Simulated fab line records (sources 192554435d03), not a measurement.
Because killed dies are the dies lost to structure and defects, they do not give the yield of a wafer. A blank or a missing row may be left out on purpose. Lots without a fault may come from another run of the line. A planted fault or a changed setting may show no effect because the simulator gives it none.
Split-lot trial ; flow n5-finfet ; on a route of 1938 steps: 7 lots, 21 wafers read

== THE SPLIT ITSELF ==
At N5_FIN_CUT_CUT_ETCH_15 (etches Si in HBr/Cl2/O2, target depth 100 nm, bt time 10 s, time 42.4 s), the setting time-s was moved away from the recipe's 42.4 s on 5 of the 21 wafers read, by +7.7% to +20.1%. For the rest of the wafers, this setting stayed at what the recipe calls for.

The file shows no step between the split and the reading.

== THE READING ==
SOC_of_FIN_CUT_COAT_18.thk-nm (the simulator's own value, which no gauge read), in nm, at N5_FIN_CUT_CUT_ETCH_28 (etches Si in HBr/Cl2/O2, target depth 6 nm, time 2.4 s). The file does not state a usual value for it. The 16 wafers here that ran the recipe average 168.8 nm, standard deviation 1.4 nm.

wafer;tool, chamber at the split;time-s as run, s;against the recipe;SOC_of_FIN_CUT_COAT_18.thk-nm, nm;against lot-mates on the recipe
L078.1;rie-si-06, 2;42.4;recipe;168.6;-
L078.2;rie-si-06, 3;50.94;+20.1%;160.2;-9.6
L078.4;rie-si-06, 1;42.4;recipe;171;-
L082.1;rie-si-05, 3;45.68;+7.7%;169.2;+1.1
L082.2;rie-si-05, 2;42.4;recipe;168.6;-
L082.5;rie-si-05, 1;42.4;recipe;167.6;-
L084.2;rie-si-02, 0;42.4;recipe;167.6;-
L084.3;rie-si-02, 3;48.57;+14.6%;163.2;-4.4
L084.6;rie-si-02, 1;48.57;+14.6%;162.2;-5.4
L089.2;rie-si-02, 1;42.4;recipe;169.4;-
L089.4;rie-si-02, 2;49.68;+17.2%;164;-6.3
L089.6;rie-si-02, 2;42.4;recipe;171.2;-
L091.3;rie-si-02, 3;42.4;recipe;170.2;-
L091.5;rie-si-02, 1;42.4;recipe;168.8;-
L091.6;rie-si-02, 0;42.4;recipe;167.6;-
L094.1;rie-si-06, 3;42.4;recipe;168;-
L094.4;rie-si-06, 0;42.4;recipe;165.8;-
L094.5;rie-si-06, 2;42.4;recipe;168.6;-
L095.3;rie-si-05, 0;42.4;recipe;167.6;-
L095.4;rie-si-05, 3;42.4;recipe;170.4;-
L095.5;rie-si-05, 3;42.4;recipe;169.8;-

THE FIT
A straight line over all 21 wafers: SOC_of_FIN_CUT_COAT_18.thk-nm changes by -0.37 nm for each +1% of time-s; r = -0.85; the points scatter about the line by 1.6 nm.
The same after taking each lot's own level away (the mean of its wafers on the recipe; 21 wafers): -0.378 nm for each +1%; r = -0.88; scatter 1.4 nm.
According to that fit, moving time-s by its largest amount changes the reading by 7.6 nm.
The lots' own levels span 167.47 to 170.30 nm, that is 2.0 times the standard deviation above.
Consequently the slope shifts little with the lot-to-lot level, the two slopes agreeing.
Check: for one of the wafers moved furthest among these (+20.1%), held out of the fit, the line's prediction against its lot-mates is -6.32 nm. Against them it came out at -9.6 nm.

== THESE WAFERS: OTHER SPLITS ==
Other splits were also applied to these wafers ahead of the reading. Each is held against what the fit with the lots' levels taken away leaves over:
other split on the same wafers;wafers away from the commonest value;r with SOC_of_FIN_CUT_COAT_18.thk-nm (lot level and that fit taken away)
N5_WELL_APT_PEB_23 peb-temp-c;7;+0.14
N5_WELL_APT_DEVELOP_24 develop-time-s;5;-0.24
N5_FIN_SAQP_HM_DEP_03 time-s;5;+0.05
N5_FIN_SAQP_PEB_14 peb-time-s;7;-0.03
N5_FIN_SAQP_ETCH_51 cf4-flow-sccm;6;-0.24

== THE WHOLE CHAIN: every reading that the file lists as answering this split, in the file's order ==
step;what it does;reading;change (the file's fit);r (the file's)
N5_FIN_CUT_CUT_ETCH_15;etches Si in HBr/Cl2/O2, target depth 100 nm, bt time 10 s, time 42.4 s;etch.depth-nm (the simulator's own value, which no gauge read);+1.02 nm for each +1% of the setting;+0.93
N5_FIN_CUT_CUT_ETCH_15;etches Si in HBr/Cl2/O2, target depth 100 nm, bt time 10 s, time 42.4 s;FIN_CUT.feature-depth-nm (the simulator's own value, which no gauge read);+1.02 nm for each +1% of the setting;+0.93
N5_FIN_CUT_CUT_ETCH_15;etches Si in HBr/Cl2/O2, target depth 100 nm, bt time 10 s, time 42.4 s;SOC_of_FIN_CUT_COAT_18.thk-nm (the simulator's own value, which no gauge read);-0.373 nm for each +1% of the setting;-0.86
N5_FIN_CUT_CUT_ETCH_28;etches Si in HBr/Cl2/O2, target depth 6 nm, time 2.4 s;SOC_of_FIN_CUT_COAT_18.thk-nm (the simulator's own value, which no gauge read);-0.375 nm for each +1% of the setting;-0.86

== THE FILE'S OWN FIT ==
SOC_of_FIN_CUT_COAT_18.thk-nm changes by -0.375 nm for each +1% of time-s, r = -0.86.
